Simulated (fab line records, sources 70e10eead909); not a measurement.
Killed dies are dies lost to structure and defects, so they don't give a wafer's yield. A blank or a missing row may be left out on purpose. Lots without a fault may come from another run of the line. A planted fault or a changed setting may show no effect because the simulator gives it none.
Problem report in the 8D (eight disciplines) form, filled by code | flow nand_harc | the parts of the form that need people (team, actions taken, sign-off) are left out

1. THE PROBLEM
killed_at_array at NHARC_END_SORT_01 reads a mean of 673 on 6 wafers of 2 lots; wafers without a fault read 25 with a standard deviation of 9.8. That is +66 standard deviations from the usual mean.
First seen on wafer L815.4, day 23 05:50, on prober-01. The record holds 6 wafers of 2 lots with a number at this step. Rule for "out", or "out of limits": more than 4 standard deviations from the usual mean. The other wafers with a number count as sound.

2. WHAT IT IS AND WHAT IT IS NOT
question                    | is                           | is not
which readings at this step | killed_at_array, killed_dies | killed_at_periphery, killed_open, killed_short
which lots                  | L814, L815                   | -
which wafers of those lots  | all that have a number       | -
read on which gauges        | prober-01, prober-02         | -
when                        | from day 23 05:50            | up to then (0 sound wafers)

3. SUSPECTS, AND WHAT RULES EACH OUT
Counting: a tool at a process step up to the reading stays a suspect if it ran every lot that is out and no sound lot after the first of them.
- the gauge at NHARC_END_SORT_01: ruled out. The wafers that are out were read on 2 gauges (prober-01, prober-02).
- rie_diel-11 at NHARC_A_STAIRCASE_ETCHBACK_157 (etches the open film in CH3F/O2, target depth 90 nm, time 167.14 s): kept. It ran every lot that is out, first L815 (day 17 09:02), and no sound lot after that.
- pecvd-01 at NHARC_A_SLIT_DEP_23 (deposits SiON, target thk 100 nm): kept. It ran every lot that is out, first L815 (day 17 20:48), and no sound lot after that.
Left after counting: rie_diel-11 at NHARC_A_STAIRCASE_ETCHBACK_157, pecvd-01 at NHARC_A_SLIT_DEP_23.

4. THE CAUSE (what the simulator had put in)
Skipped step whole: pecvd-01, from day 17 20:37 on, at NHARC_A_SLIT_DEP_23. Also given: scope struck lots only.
Counting left 2 suspects, and this tool is among them.

5. THE CHAIN OF EFFECTS, in route order
Each row: a reading whose mean over the struck wafers that have a number lies more than 3 standard deviations from the usual. Only readings for which the record gives a usual standard deviation are gone through. hours: the time from each lot's start at the first step in this table that gives one to its start at this step, as a median over the lots. sigmas: the change in usual standard deviations.
hours | step              | reading         | usual | on struck wafers | change | sigmas
0     | NHARC_END_SORT_01 | killed_at_array | 25    | 673              | +648   | +66
0     | NHARC_END_SORT_01 | killed_dies     | 29    | 677              | +648   | +65
Readings that are blank on the struck wafers while sound wafers have them: chamber_pressure_Torr at NHARC_A_SLIT_DEP_23; heater_power_outer_w at NHARC_A_SLIT_DEP_23; heater_power_w at NHARC_A_SLIT_DEP_23.

6. WHAT WOULD HAVE CAUGHT IT SOONER
In this record the first reading out of limits at a measuring or inspecting step was taken at day 23 05:50, 129 hours after the fault began at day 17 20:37.
At NHARC_A_SLIT_DEP_23 the tool's readings are blank on the struck wafers, where sound wafers have them: an empty tool record is the first sign, and it was there at once.
All the lots that are out (2) had begun NHARC_A_SLIT_DEP_23 on pecvd-01 by day 23 05:50. A hold on the tool at that time would have spared none of them.
